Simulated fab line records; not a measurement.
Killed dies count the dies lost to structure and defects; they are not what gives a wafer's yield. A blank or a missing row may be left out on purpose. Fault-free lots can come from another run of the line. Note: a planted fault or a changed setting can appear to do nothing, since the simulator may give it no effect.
fab line records + flow nand-harc
[record]
- lots = 12
- wafers = 36
- last-day = 33
route steps=1302 shown P_ZERO_WELL@18 P_STI@84 END@1302
lots that met no fault: taken from a fault-free run of the same line
start-h: start of the lot's first displayed wafer, in hours after the record's first day + wait-h: time in hours since the lot's previous step + " unchanged from the row above + L1.1+2: several wafers, shown together as one row + - no value, or no start was given + * or withheld: withheld + < > ~ a bound
route shown NAME@n: names a module that has steps shown in the file, with the first one's number in the route + usual: mean/standard deviation of fault-free wafers + same: alike in all rows + chamber/n: place in a boat + sites: per-site readings + _std_site: standard deviation of those values + _edge_site: the outer-site mean with the inner-site mean subtracted + radius-mm: how far each site lies from the wafer's centre + mask NAME#n: copy n + behind: the most recent tool/chamber to have shaped the wafer + hold: what put the lot on hold/how long, in hours/how the hold closed + device: the transistor (n, p or np) that didn't switch + end of line: at the end of the route, the tests of the same wafers + a step with no rows: only its recipe + killed: the dies lost at the first sort to structure and to defects; this is not the yield of the wafer + map: a wafer's dies, marking killed ones x, the rest . and places with no die _
set.NAME: the setting the step ran with; set.NAME@STEP: the setting that earlier step ran with + model.NAME: the simulator's own value behind a step, which no gauge read
steps of the route over a sample of lots; a table a step, a row a wafer
services: when a tool's chamber went out of use (start-h, in hours from the record's first day, below 0 if earlier), for how many hours, and the reason
[[steps]]
[step NHARC_P_ZERO_WELL_ETCH_62]
[recipe]
- target-depth-a = 130
- time-s = 6.5
- chf3-flow-sccm = 50
- ar-flow-sccm = 200
- rf-w = 500
- bias-w = 200
- chemistry = CHF3/Ar
[usual]
- drypump-motor-current-A = 6.0/0.6
- oes-product-au = 0.964/0.019
- rf-vpp-V = 370.9/2.5
- showerhead-plenum-p-Torr = 2.36/0.11
- throttle-valve-pct = 20.218/0.011
| lot.wafer | tool        | chamber | start-h | wait-h | drypump-motor-current-A | oes-product-au | rf-hours-counter-h | rf-vpp-V | showerhead-plenum-p-Torr | throttle-valve-pct |
|-----------|-------------|---------|---------|--------|-------------------------|----------------|--------------------|----------|--------------------------|--------------------|
| L950.3    | rie-diel-02 | 0       | -       | -      | 6.6                     | 0.937          | 48                 | 367.2    | 2.19                     | 20.206             |
| L950.1    | "           | 1       | "       | "      | 6.6                     | 0.945          | 50                 | 369.3    | 2.25                     | 20.221             |
| L950.6    | "           | 0       | "       | "      | 6.6                     | 0.931          | -                  | 367.0    | 2.19                     | 20.227             |
| L954.1    | rie-diel-02 | 0       | -       | -      | 6.6                     | 0.976          | 4                  | 367.1    | 2.18                     | 20.222             |
| L954.3    | "           | 1       | "       | "      | 6.6                     | 0.974          | 4                  | 369.0    | 2.25                     | 20.219             |
| L954.5    | "           | 0       | "       | "      | 6.6                     | 0.970          | -                  | 367.7    | 2.18                     | 20.223             |
| L956.5    | rie-diel-02 | 1       | -       | -      | 6.6                     | 0.962          | -                  | 368.3    | 2.25                     | 20.208             |
| L956.4    | "           | 3       | "       | "      | 6.7                     | 0.961          | -                  | 371.0    | 2.37                     | 20.224             |
| L956.6    | "           | 0       | "       | "      | 6.7                     | 0.979          | -                  | 366.7    | 2.18                     | 20.209             |
| L963.1    | rie-diel-04 | 1       | -       | -      | 5.8                     | 0.975          | 50                 | 373.8    | 2.45                     | 20.209             |
| L963.6    | "           | 3       | "       | "      | 5.6                     | 0.971          | -                  | 373.6    | 2.47                     | 20.212             |
| L963.5    | "           | 0       | "       | "      | 5.9                     | 0.959          | -                  | 371.9    | 2.44                     | 20.212             |
| L966.2    | rie-diel-13 | 0       | -       | -      | 5.3                     | 0.940          | 4                  | 370.7    | 2.36                     | 20.237             |
| L966.3    | "           | 3       | "       | "      | 6.0                     | 0.942          | 4                  | 371.1    | 2.36                     | 20.214             |
| L966.6    | "           | 0       | "       | "      | 5.3                     | 0.940          | -                  | 370.2    | 2.36                     | 20.215             |
| L967.1    | rie-diel-02 | 1       | -       | -      | 6.6                     | 0.971          | 45                 | 368.3    | 2.24                     | 20.229             |
| L967.4    | "           | 2       | "       | "      | 6.0                     | 0.976          | 47                 | 375.4    | 2.50                     | 20.227             |
| L967.5    | "           | 1       | "       | "      | 6.6                     | 0.985          | -                  | 368.8    | 2.24                     | 20.221             |
| L968.1    | rie-diel-02 | 3       | -       | -      | 6.7                     | 0.969          | 50                 | 371.7    | 2.35                     | 20.220             |
| L968.2    | "           | 0       | "       | "      | 6.7                     | 0.963          | 44                 | 366.2    | 2.17                     | 20.223             |
| L968.4    | "           | 1       | "       | "      | 6.6                     | 0.963          | 47                 | 369.7    | 2.23                     | 20.224             |
| L969.4    | rie-diel-13 | 0       | -       | -      | 5.3                     | 0.959          | 10                 | 371.2    | 2.36                     | 20.203             |
| L969.2    | "           | 1       | "       | "      | 6.5                     | 0.993          | 11                 | 374.6    | 2.53                     | 20.215             |
| L969.6    | "           | 1       | "       | "      | 6.5                     | 0.998          | -                  | 373.8    | 2.53                     | 20.234             |
| L970.3    | rie-diel-13 | 0       | -       | -      | 5.3                     | 0.970          | 13                 | 371.5    | 2.36                     | 20.211             |
| L970.2    | "           | 1       | "       | "      | 6.5                     | 0.986          | 15                 | 374.4    | 2.53                     | 20.216             |
| L970.5    | "           | 1       | "       | "      | 6.5                     | 0.996          | -                  | 375.2    | 2.53                     | 20.209             |
| L971.3    | rie-diel-02 | 3       | -       | -      | 6.7                     | 1.002          | 0                  | 370.6    | 2.35                     | 20.220             |
| L971.4    | "           | 2       | "       | "      | 6.0                     | 0.968          | 0                  | 373.7    | 2.49                     | 20.212             |
| L971.5    | "           | 0       | "       | "      | 6.6                     | 0.964          | -                  | 374.1    | 2.54                     | 20.218             |
| L972.2    | rie-diel-04 | 2       | -       | -      | 5.0                     | 0.947          | 22                 | 371.4    | 2.38                     | 20.228             |
| L972.3    | "           | 3       | "       | "      | 5.6                     | 0.971          | 22                 | 371.6    | 2.46                     | 20.228             |
| L972.5    | "           | 0       | "       | "      | 5.9                     | 0.961          | -                  | 373.7    | 2.42                     | 20.223             |
| L973.2    | rie-diel-13 | 2       | -       | -      | 4.9                     | 0.988          | 25                 | 368.8    | 2.25                     | 20.184             |
| L973.3    | "           | 3       | "       | "      | 6.0                     | 0.987          | 21                 | 371.6    | 2.35                     | 20.208             |
| L973.5    | "           | 2       | "       | "      | 4.9                     | 0.987          | -                  | 368.5    | 2.25                     | 20.218             |
[step NHARC_P_ZERO_WELL_EXPOSE_34]
[recipe]
- na = 0.6
- target-cd-nm = 720
- dose-mj = 22.31
- mask-id = P_PWELL
| lot.wafer  | tool           | chamber | start-h | wait-h | mask         |
|------------|----------------|---------|---------|--------|--------------|
| L950.1+3+6 | krf-scanner-02 | 0       | 27.72   | -      | P_PWELL#0    |
| L954.1+3+5 | krf-scanner-02 | 0       | 63.98   | -      | P_PWELL_R1#0 |
| L956.4+5+6 | krf-scanner-02 | 0       | 83.87   | -      | P_PWELL#0    |
| L963.1+5+6 | krf-scanner-04 | 0       | 154.00  | -      | P_PWELL#0    |
| L966.2+3+6 | krf-scanner-02 | 0       | 184.51  | -      | P_PWELL#0    |
| L967.1+4+5 | krf-scanner-02 | 0       | 193.85  | -      | P_PWELL#0    |
| L968.1+2+4 | krf-scanner-02 | 0       | 203.94  | -      | P_PWELL#0    |
| L969.2+4+6 | krf-scanner-01 | 0       | 213.94  | -      | P_PWELL#0    |
| L970.2+3+5 | krf-scanner-02 | 0       | 223.97  | -      | P_PWELL#0    |
| L971.3+4+5 | krf-scanner-01 | 0       | 233.97  | -      | P_PWELL#0    |
| L972.2+3+5 | krf-scanner-04 | 0       | 244.10  | -      | P_PWELL#0    |
| L973.2+3+5 | krf-scanner-02 | 0       | 254.09  | -      | P_PWELL#0    |
[step NHARC_P_ZERO_WELL_CD_MEAS_37]
[recipe]
- target-cd-nm = 720
- landing-energy-ev = 500
[usual]
- cd-nm = 719.8/1.9
| lot.wafer | tool      | chamber | start-h | wait-h | hold                     | cd-nm |
|-----------|-----------|---------|---------|--------|--------------------------|-------|
| L950.1    | cd-sem-02 | 0       | 27.87   | -      | -                        | 720.5 |
| L950.3    | "         | 0       | "       | "      | -                        | 719.9 |
| L950.6    | "         | 0       | "       | "      | -                        | 717.0 |
| L954.1    | cd-sem-01 | 0       | 64.14   | -      | await-dispo/0.2h/release | 751.5 |
| L954.3    | "         | 0       | "       | "      | await-dispo/0.2h/release | 750.1 |
| L954.5    | "         | 0       | "       | "      | await-dispo/0.2h/release | 754.6 |
| L954.1    | cd-sem-01 | 0       | -       | -      | -                        | 752.3 |
| L954.3    | "         | 0       | "       | "      | -                        | 750.2 |
| L954.5    | "         | 0       | "       | "      | -                        | 754.4 |
| L956.4    | cd-sem-03 | 0       | 84.02   | -      | -                        | 720.9 |
| L956.5    | "         | 0       | "       | "      | -                        | 720.0 |
| L956.6    | "         | 0       | "       | "      | -                        | 718.7 |
| L963.1    | cd-sem-03 | 0       | 154.15  | -      | -                        | 719.1 |
| L963.5    | "         | 0       | "       | "      | -                        | 717.6 |
| L963.6    | "         | 0       | "       | "      | -                        | 721.3 |
| L966.2    | cd-sem-02 | 0       | 184.67  | -      | -                        | 718.9 |
| L966.3    | "         | 0       | "       | "      | -                        | 723.2 |
| L966.6    | "         | 0       | "       | "      | -                        | 720.6 |
| L967.1    | cd-sem-01 | 0       | 194.01  | -      | -                        | 721.5 |
| L967.4    | "         | 0       | "       | "      | -                        | 719.2 |
| L967.5    | "         | 0       | "       | "      | -                        | 720.9 |
| L968.1    | cd-sem-02 | 0       | 204.10  | -      | -                        | 721.8 |
| L968.2    | "         | 0       | "       | "      | -                        | 723.5 |
| L968.4    | "         | 0       | "       | "      | -                        | 717.0 |
| L969.2    | cd-sem-01 | 0       | 214.10  | -      | -                        | 717.1 |
| L969.4    | "         | 0       | "       | "      | -                        | 719.0 |
| L969.6    | "         | 0       | "       | "      | -                        | 720.6 |
| L970.2    | cd-sem-01 | 0       | 224.12  | -      | -                        | 720.3 |
| L970.3    | "         | 0       | "       | "      | -                        | 719.0 |
| L970.5    | "         | 0       | "       | "      | -                        | 721.5 |
| L971.3    | cd-sem-01 | 0       | 234.12  | -      | -                        | 717.0 |
| L971.4    | "         | 0       | "       | "      | -                        | 718.4 |
| L971.5    | "         | 0       | "       | "      | -                        | 716.7 |
| L972.2    | cd-sem-03 | 0       | 244.25  | -      | -                        | 720.5 |
| L972.3    | "         | 0       | "       | "      | -                        | 721.4 |
| L972.5    | "         | 0       | "       | "      | -                        | 719.5 |
| L973.2    | cd-sem-02 | 0       | 254.24  | -      | -                        | 718.6 |
| L973.3    | "         | 0       | "       | "      | -                        | 721.6 |
| L973.5    | "         | 0       | "       | "      | -                        | 720.7 |
[step NHARC_P_ZERO_WELL_RTA_42]
[recipe]
- temp-c = 1100
- time-s = 300
[usual]
- lamp-power-pct = 37.8/0.76
- wafer_temp_C_max = 1106.3/1.4
| lot.wafer | tool          | chamber | start-h | wait-h | lamp-power-pct | wafer_temp_C_max |
|-----------|---------------|---------|---------|--------|----------------|------------------|
| L950.1    | rtp-anneal-01 | 0       | 30.56   | -      | 36.9           | 1103.8           |
| L950.3    | "             | 0       | "       | "      | 37.0           | 1104.4           |
| L950.6    | "             | 0       | "       | "      | 37.1           | 1105.5           |
| L954.1    | rtp-anneal-02 | 0       | 70.90   | -      | 38.5           | 1106.2           |
| L954.3    | "             | 0       | "       | "      | 38.4           | 1108.0           |
| L954.5    | "             | 0       | "       | "      | 38.4           | 1105.6           |
| L956.4    | rtp-anneal-01 | 0       | 87.17   | -      | 37.1           | 1104.3           |
| L956.5    | "             | 0       | "       | "      | 37.0           | 1106.3           |
| L956.6    | "             | 0       | "       | "      | 37.1           | 1103.8           |
| L963.1    | rtp-anneal-02 | 0       | 157.08  | -      | 38.6           | 1107.3           |
| L963.5    | "             | 0       | "       | "      | 38.6           | 1107.4           |
| L963.6    | "             | 0       | "       | "      | 38.6           | 1108.6           |
| L966.2    | rtp-anneal-02 | 0       | 187.58  | -      | 38.6           | 1106.8           |
| L966.3    | "             | 0       | "       | "      | 38.5           | 1106.9           |
| L966.6    | "             | 0       | "       | "      | 38.6           | 1107.0           |
| L967.1    | rtp-anneal-02 | 0       | 196.67  | -      | 38.6           | 1105.2           |
| L967.4    | "             | 0       | "       | "      | 38.5           | 1106.8           |
| L967.5    | "             | 0       | "       | "      | 38.6           | 1107.0           |
| L968.1    | rtp-anneal-02 | 0       | 206.88  | -      | 38.6           | 1106.7           |
| L968.2    | "             | 0       | "       | "      | 38.6           | 1108.5           |
| L968.4    | "             | 0       | "       | "      | 38.6           | 1106.9           |
| L969.2    | rtp-anneal-02 | 0       | 217.00  | -      | 38.5           | 1108.0           |
| L969.4    | "             | 0       | "       | "      | 38.6           | 1106.7           |
| L969.6    | "             | 0       | "       | "      | 38.6           | 1107.2           |
| L970.2    | rtp-anneal-02 | 0       | 227.72  | -      | 38.4           | 1108.1           |
| L970.3    | "             | 0       | "       | "      | 38.4           | 1106.8           |
| L970.5    | "             | 0       | "       | "      | 38.4           | 1109.3           |
| L971.3    | rtp-anneal-01 | 0       | 239.46  | -      | 37.0           | 1103.4           |
| L971.4    | "             | 0       | "       | "      | 37.1           | 1105.8           |
| L971.5    | "             | 0       | "       | "      | 37.0           | 1105.3           |
| L972.2    | rtp-anneal-02 | 0       | 247.21  | -      | 38.6           | 1106.5           |
| L972.3    | "             | 0       | "       | "      | 38.6           | 1106.2           |
| L972.5    | "             | 0       | "       | "      | 38.6           | 1106.4           |
| L973.2    | rtp-anneal-01 | 0       | 257.15  | -      | 37.0           | 1104.9           |
| L973.3    | "             | 0       | "       | "      | 37.0           | 1105.0           |
| L973.5    | "             | 0       | "       | "      | 37.0           | 1106.9           |
[step NHARC_P_STI_OVL_MEAS_10]
[usual]
- overlay-x-nm = -1/6.7
- overlay-y-nm = -1/5.3
| lot.wafer | tool       | chamber | start-h | wait-h | overlay-x-nm | overlay-y-nm |
|-----------|------------|---------|---------|--------|--------------|--------------|
| L950.1    | overlay-01 | -       | 49.66   | -      | 7            | 8            |
| L950.3    | "          | -       | "       | "      | 6            | 7            |
| L950.6    | "          | -       | "       | "      | 7            | 8            |
| L954.1    | overlay-01 | -       | 83.49   | -      | -3           | 0            |
| L954.3    | "          | -       | "       | "      | -3           | 0            |
| L954.5    | "          | -       | "       | "      | -3           | 1            |
| L956.4    | overlay-01 | -       | 105.53  | -      | 3            | -4           |
| L956.5    | "          | -       | "       | "      | 2            | -4           |
| L956.6    | "          | -       | "       | "      | 3            | -4           |
| L963.1    | overlay-01 | -       | 171.07  | -      | 10           | 8            |
| L963.5    | "          | -       | "       | "      | 10           | 8            |
| L963.6    | "          | -       | "       | "      | 10           | 8            |
| L966.2    | overlay-02 | -       | 203.13  | -      | 1            | 10           |
| L966.3    | "          | -       | "       | "      | 1            | 9            |
| L966.6    | "          | -       | "       | "      | 0            | 10           |
| L967.1    | overlay-01 | -       | 211.83  | -      | 5            | 5            |
| L967.4    | "          | -       | "       | "      | 5            | 4            |
| L967.5    | "          | -       | "       | "      | 5            | 4            |
| L968.1    | overlay-01 | -       | 222.36  | -      | 3            | 2            |
| L968.2    | "          | -       | "       | "      | 3            | 1            |
| L968.4    | "          | -       | "       | "      | 2            | 2            |
| L969.2    | overlay-01 | -       | 233.93  | -      | -3           | -7           |
| L969.4    | "          | -       | "       | "      | -3           | -7           |
| L969.6    | "          | -       | "       | "      | -4           | -7           |
| L970.2    | overlay-01 | -       | 243.45  | -      | -1           | 3            |
| L970.3    | "          | -       | "       | "      | -1           | 3            |
| L970.5    | "          | -       | "       | "      | -2           | 3            |
| L971.3    | overlay-01 | -       | 254.54  | -      | -1           | -7           |
| L971.4    | "          | -       | "       | "      | -1           | -7           |
| L971.5    | "          | -       | "       | "      | -1           | -7           |
| L972.2    | overlay-01 | -       | 266.89  | -      | 3            | 2            |
| L972.3    | "          | -       | "       | "      | 4            | 2            |
| L972.5    | "          | -       | "       | "      | 3            | 2            |
| L973.2    | overlay-01 | -       | 273.64  | -      | 1            | 0            |
| L973.3    | "          | -       | "       | "      | 1            | -1           |
| L973.5    | "          | -       | "       | "      | 2            | -1           |
[step NHARC_END_SORT_01]
[recipe]
- temp-c = 25
[usual]
- killed-at-array = 59/20
- killed-at-other = 0.8/1.1
- killed-at-periphery = 5/3.1
- killed-dies = 64/21
- killed-open = 3.4/1.9
- killed-short = 2.3/1.7
[same]
- gross-dies = 677
| lot.wafer | tool      | chamber | start-h | wait-h | killed-at-array | killed-at-other | killed-at-periphery | killed-dies | killed-open | killed-short |
|-----------|-----------|---------|---------|--------|-----------------|-----------------|---------------------|-------------|-------------|--------------|
| L966.2    | prober-02 | 0       | 738.86  | 2.8    | 40              | 0               | 9                   | 49          | 4           | 1            |
| L966.3    | prober-02 | 0       | 739.65  | 3.1    | 53              | 0               | 12                  | 65          | 4           | 1            |
// killed by level:class
L966.2 A_CHANNEL_HOLE_D2:chamber-film-flake=22 A_CONTACT:chamber-film-flake=6 A_CHANNEL_HOLE_D1:chamber-film-flake=4 A_SLIT:chamber-film-flake=4 P_CONTACT:geometric-particle:open=2 P_STI:chamber-film-flake=2 P_GATE:chamber-film-flake=2 P_BONDPAD:chamber-film-flake=2
L966.3 A_CHANNEL_HOLE_D2:chamber-film-flake=20 A_CHANNEL_HOLE_D1:chamber-film-flake=13 A_CONTACT:chamber-film-flake=13 P_CONTACT:geometric-particle:open=4 P_GATE:chamber-film-flake=3 A_SLIT:chamber-film-flake=3 P_STI:chamber-film-flake=2 P_BONDPAD:chamber-film-flake=2
[[services]]
| tool           | chamber | start-h | hours | kind   |
|----------------|---------|---------|-------|--------|
| krf-scanner-01 | -       | 5.03    | 1.4   | repair |
| krf-scanner-04 | -       | 10.00   | 4.0   | pm     |
| rie-diel-02    | 2       | 10.40   | 5.7   | repair |
| rtp-anneal-02  | -       | 12.00   | 12.0  | pm     |
| krf-scanner-01 | -       | 13.80   | 1.9   | repair |
| rie-diel-02    | 3       | 20.97   | 9.9   | repair |
| rie-diel-13    | 0       | 27.71   | 42.8  | repair |
| rie-diel-02    | -       | 42.37   | 9.0   | pm     |
| rie-diel-04    | 0       | 47.19   | 6.5   | repair |
| rie-diel-02    | 2       | 58.23   | 5.0   | repair |
| krf-scanner-04 | -       | 72.04   | 9.3   | repair |
| rie-diel-02    | 2       | 80.40   | 7.0   | repair |
| rie-diel-02    | -       | 84.55   | 0.5   | repair |
| rie-diel-13    | 3       | 87.57   | 11.0  | repair |
| krf-scanner-04 | -       | 89.10   | 1.0   | repair |
| krf-scanner-02 | -       | 94.00   | 4.0   | pm     |
| rie-diel-04    | 0       | 101.09  | 5.0   | repair |
| rie-diel-02    | 0       | 121.54  | 12.1  | repair |
| rie-diel-13    | -       | 165.12  | 9.0   | pm     |
| rie-diel-02    | -       | 178.95  | 0.2   | repair |
| rie-diel-02    | 3       | 179.29  | 4.0   | repair |
| rie-diel-02    | -       | 219.42  | 9.0   | pm     |
| rie-diel-13    | 3       | 222.52  | 3.8   | repair |
| rie-diel-02    | 3       | 250.05  | 23.0  | repair |
[[key]]
[first-sign]
- step = NHARC_P_ZERO_WELL_EXPOSE_34
- reading = mask
- direction = changed
[effect]
- step = NHARC_P_ZERO_WELL_CD_MEAS_37
- reading = visit
- direction = added
[effect]
- step = NHARC_P_ZERO_WELL_CD_MEAS_37
- reading = cd-nm
- direction = up
- sigmas = 17
- usual = 719.8
- struck = 752.1
met-at NHARC_P_ZERO_WELL_EXPOSE_34
struck-lots L954
tester-left-out L954
not-acting-at NHARC_P_ZERO_WELL_ETCH_62,NHARC_P_ZERO_WELL_RTA_42,NHARC_P_STI_OVL_MEAS_10
onset-between 27.72 63.98
[fault]
- kind = wrong-mask
- tool = any
- chamber = -
- onset-h = 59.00
- steps = NHARC_P_ZERO_WELL_EXPOSE_34
- aux-copy = P_PWELL_R1#0
- cd-offset-nm = 31.077
- scope = struck-lots-only
// tester-left-out: of these lots the tester's yield and bins aren't shown, on N5 and GAA mostly nor the transistor test; their killed dies are dies lost to structure and defects alone, not to doping, threshold or leakage, so they don't give the yield
